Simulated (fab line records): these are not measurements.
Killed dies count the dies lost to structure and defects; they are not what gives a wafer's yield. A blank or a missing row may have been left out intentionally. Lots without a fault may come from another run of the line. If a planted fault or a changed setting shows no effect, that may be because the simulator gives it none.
The tool behind it: which one? -- flow nand harc -- 36 wafers from 12 lots sampled at 5 of the route's 1159 steps

== WHAT THE GAUGES SHOWED, per wafer ==
NHARC_END_SORT_01.
lot,measured,on,killed at array,killed at other,killed at periphery,killed dies,killed open,killed short
L904,day 19 19:25,prober-01,23 24 19,1 2 1,4 4 6,28 30 26,3 4 0,1 4 1
L905,day 20 03:12,prober-01,22 19 21,0 0 1,6 3 1,28 22 23,3 0 1,3 1 1
L909,day 20 19:28,prober-01,16 20 15,2 0 1,3 1 4,21 21 20,7 2 5,1 1 0
L911,day 21 07:41,prober-02,16 23 28,1 1 1,4 1 1,21 25 30,1 1 4,0 2 1
L910,day 21 08:29,prober-01,33 32 28,0 1 0,5 3 2,38 36 30,4 5 1,4 1 1
L912,day 21 20:15,prober-02,20 14 14,1 2 1,2 1 0,23 17 15,2 2 1,6 6 0
L914,day 21 22:43,prober-01,27 25 23,0 1 1,3 4 4,30 30 28,3 1 5,3 2 3
L916,day 22 14:23,prober-01,28 29 24,1 0 0,1 6 2,30 35 26,1 5 0,2 2 4
L917,day 23 16:56,prober-01,33 23 30,1 3 0,0 2 4,34 28 34,1 4 2,3 2 2
L921,day 24 18:03,prober-02,11 12 13,0 0 0,10 3 0,21 15 13,4 7 4,3 1 1
L920,day 24 05:43,prober-02,43 37 44,1 0 3,2 0 2,46 37 49,4 4 2,2 2 1
L924,day 25 10:22,prober-02,43 42 39,0 0 0,9 7 3,52 49 42,2 8 8,1 2 1

== TOOL THAT RAN EACH LOT (tool first, then ch and the chambers of the sampled wafers, then the start) ==
lot,NHARC_A_STAIRCASE_ETCH_23,NHARC_A_STAIRCASE_EXPOSE_181,NHARC_A_STAIRCASE_TRIM_189,NHARC_A_STAIRCASE_ETCH_190
L904,"rie diel-07 ch 0,2,3, day 11 13:19 or earlier","krf scanner-03 ch 0, day 11 13:19","rie diel-01 ch 0,1,2, day 19 19:25 or earlier","rie diel-01 ch 0,1,3, day 19 19:25 or earlier"
L905,"rie diel-07 ch 0,1, day 11 17:54 or earlier","krf scanner-02 ch 0, day 11 17:54","rie diel-11 ch 0,2, day 20 03:12 or earlier","rie diel-11 ch 0,1, day 20 03:12 or earlier"
L909,"rie diel-07 ch 2,3, day 12 00:21 or earlier","krf scanner-01 ch 0, day 12 00:21","rie diel-01 ch 2,3, day 20 19:28 or earlier","rie diel-01 ch 2,3, day 20 19:28 or earlier"
L911,"rie diel-11 ch 0,2,3, day 12 22:08 or earlier","krf scanner-02 ch 0, day 12 22:08","rie diel-01 ch 1,2,3, day 21 07:41 or earlier","rie diel-01 ch 1,2, day 21 07:41 or earlier"
L910,"rie diel-01 ch 2,3, day 12 22:23 or earlier","krf scanner-01 ch 0, day 12 22:23","rie diel-07 ch 0,1,2, day 21 08:29 or earlier","rie diel-07 ch 1,2, day 21 08:29 or earlier"
L912,"rie diel-07 ch 0,1,2, day 13 14:34 or earlier","krf scanner-02 ch 0, day 13 14:34","rie diel-01 ch 0,1,2, day 21 20:15 or earlier","rie diel-01 ch 1,3, day 21 20:15 or earlier"
L914,"rie diel-11 ch 0,2,3, day 13 18:41 or earlier","krf scanner-01 ch 0, day 13 18:41","rie diel-11 ch 0,2,3, day 21 22:43 or earlier","rie diel-11 ch 0,1,3, day 21 22:43 or earlier"
L916,"rie diel-11 ch 0,1,2, day 14 17:31 or earlier","krf scanner-02 ch 0, day 14 17:31","rie diel-01 ch 0,1,2, day 22 14:23 or earlier","rie diel-01 ch 1,2,3, day 22 14:23 or earlier"
L917,"rie diel-07 ch 0,1,2, day 14 23:05 or earlier","krf scanner-03 ch 0, day 14 23:05","rie diel-11 ch 0,1,2, day 23 16:56 or earlier","rie diel-11 ch 1,2, day 23 16:56 or earlier"
L921,"rie diel-07 ch 0,2,3, day 15 13:22 or earlier","krf scanner-02 ch 0, day 15 13:22","rie diel-01 ch 0,3, day 24 18:03 or earlier","rie diel-01 ch 0,1,3, day 24 18:03 or earlier"
L920,"rie diel-01 ch 1,2,3, day 15 15:05 or earlier","krf scanner-02 ch 0, day 15 15:05","rie diel-07 ch 0,1,3, day 24 05:43 or earlier","rie diel-07 ch 0,2,3, day 24 05:43 or earlier"
L924,"rie diel-01 ch 1,3, day 16 01:49 or earlier","krf scanner-01 ch 0, day 16 01:49","rie diel-07 ch 0,1, day 25 10:22 or earlier","rie diel-07 ch 0,1, day 25 10:22 or earlier"
- NHARC_A_STAIRCASE_ETCH_23: etches the open film in C4F8/O2, target depth 100 nm, time 40.5 s.
- NHARC_A_STAIRCASE_EXPOSE_181: exposes mask STAIR 2.
- NHARC_A_STAIRCASE_TRIM_189: chemistry O2, time 211.2 s.
- NHARC_A_STAIRCASE_ETCH_190: etches the open film in C4F8/O2, target depth 100 nm, time 40.5 s.

== AS READ BY THE TOOLS THEMSELVES (means over the sampled wafers that have a number; for cases with no such wafer, the mark the record gives instead) ==
NHARC_A_STAIRCASE_ETCH_23.
lot,tool,bias w (W),oes product au (a.u.),rf vpp V (V)
L904,rie diel-07,998,0.956,896
L905,rie diel-07,1005,0.946,896
L909,rie diel-07,1002,0.929,899
L911,rie diel-11,1001,0.944,893
L910,rie diel-01,998,0.970,893
L912,rie diel-07,1002,0.960,893
L914,rie diel-11,996,0.938,894
L916,rie diel-11,1001,0.935,893
L917,rie diel-07,1002,0.963,894
L921,rie diel-07,1000,0.939,895
L920,rie diel-01,999,0.931,893
L924,rie diel-01,1000,0.939,894

NHARC_A_STAIRCASE_EXPOSE_181.
lot,tool,exposure dose mJ cm2
L904,krf scanner-03,27.880
L905,krf scanner-02,27.851
L909,krf scanner-01,27.892
L911,krf scanner-02,27.873
L910,krf scanner-01,27.870
L912,krf scanner-02,27.866
L914,krf scanner-01,27.821
L916,krf scanner-02,27.859
L917,krf scanner-03,27.885
L921,krf scanner-02,36.717
L920,krf scanner-02,36.740
L924,krf scanner-01,27.891

NHARC_A_STAIRCASE_TRIM_189.
lot,tool,drypump motor current A (A),oes product au (a.u.),rf vpp V (V),showerhead plenum p Torr (Torr),throttle valve pct (%)
L904,rie diel-01,5.8,1.007,57.0,3.44,17.037
L905,rie diel-11,5.4,0.991,58.0,3.47,17.043
L909,rie diel-01,5.4,1.015,57.6,3.41,17.035
L911,rie diel-01,5.3,1.012,57.3,3.47,17.025
L910,rie diel-07,6.1,1.005,58.0,3.47,17.034
L912,rie diel-01,5.9,1.012,57.1,3.43,17.036
L914,rie diel-11,5.6,0.999,57.6,3.45,17.040
L916,rie diel-01,5.8,1.005,57.1,3.43,17.035
L917,rie diel-11,5.4,0.995,57.3,3.43,17.029
L921,rie diel-01,6.0,1.003,56.8,3.34,17.036
L920,rie diel-07,5.7,1.010,57.5,3.56,17.035
L924,rie diel-07,5.7,1.010,57.0,3.40,17.040

NHARC_A_STAIRCASE_ETCH_190.
lot,tool,bias w (W),oes product au (a.u.),rf vpp V (V)
L904,rie diel-01,999,0.940,893
L905,rie diel-11,998,0.919,895
L909,rie diel-01,1000,0.954,891
L911,rie diel-01,1000,0.966,897
L910,rie diel-07,996,0.935,896
L912,rie diel-01,1000,0.956,896
L914,rie diel-11,1001,0.933,892
L916,rie diel-01,1000,0.956,894
L917,rie diel-11,1003,0.933,889
L921,rie diel-01,1002,0.945,893
L920,rie diel-07,1000,0.933,894
L924,rie diel-07,1002,0.950,891

== THE ANSWER, worked out from the rows above alone ==
Rule: what is usual is taken from the lots themselves. The widest of any qualifying gaps counts: lots, ordered by their means at a reading, are off when they make up no more than a third of the lots, leave a main group of 4 or more, and stand apart from it by 3 or more times the standard deviation of that group's means. Not used: any main group whose means are identical at the precision the tables above print for the reading. Also off: a lot with no number at a reading for which 4 or more lots have one. Where the step has rows for the other lots, those lots are counted as sound. The gauges are gone through in route order, then the tools' own readings, and for those a lot's mean is taken as printed above. At the first step where some lot is off, the reading lying furthest off is the one used; lots without a number count as furthest.
Off: L921, L920 (NHARC_A_STAIRCASE_EXPOSE_181, exposure dose mJ cm2). The main group has a mean of 27.869 with a standard deviation of 0.02.
If a tool, at that step or one of the process steps before it, ran each lot that is off and ran no sound lot following the first of them, it fits. With no start given for some of its lots, NHARC_A_STAIRCASE_ETCH_23 uses the hours and lot order of NHARC_A_STAIRCASE_EXPOSE_181. One candidate fits, namely krf scanner-02 at NHARC_A_STAIRCASE_EXPOSE_181. Its last sound lot is L916 (day 14 17:31), its first lot that is off L921 (day 15 13:22): a fault that began between those two fits.
On the lots that are off, the tool's own readings at NHARC_A_STAIRCASE_EXPOSE_181 differ by more than 5 times the standard deviation of the sound lots' means, which bears it out; exposure dose mJ cm2 reads 36.728 there versus 27.869 on the sound lots.

== WHAT HAD BEEN PUT IN BY THE SIMULATOR ==
Drift in process parameters on krf scanner-02 at NHARC_A_STAIRCASE_EXPOSE_181, starting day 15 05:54. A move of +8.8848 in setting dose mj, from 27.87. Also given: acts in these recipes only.
Shown lots that were struck: L920, L921. The rule above found the same.
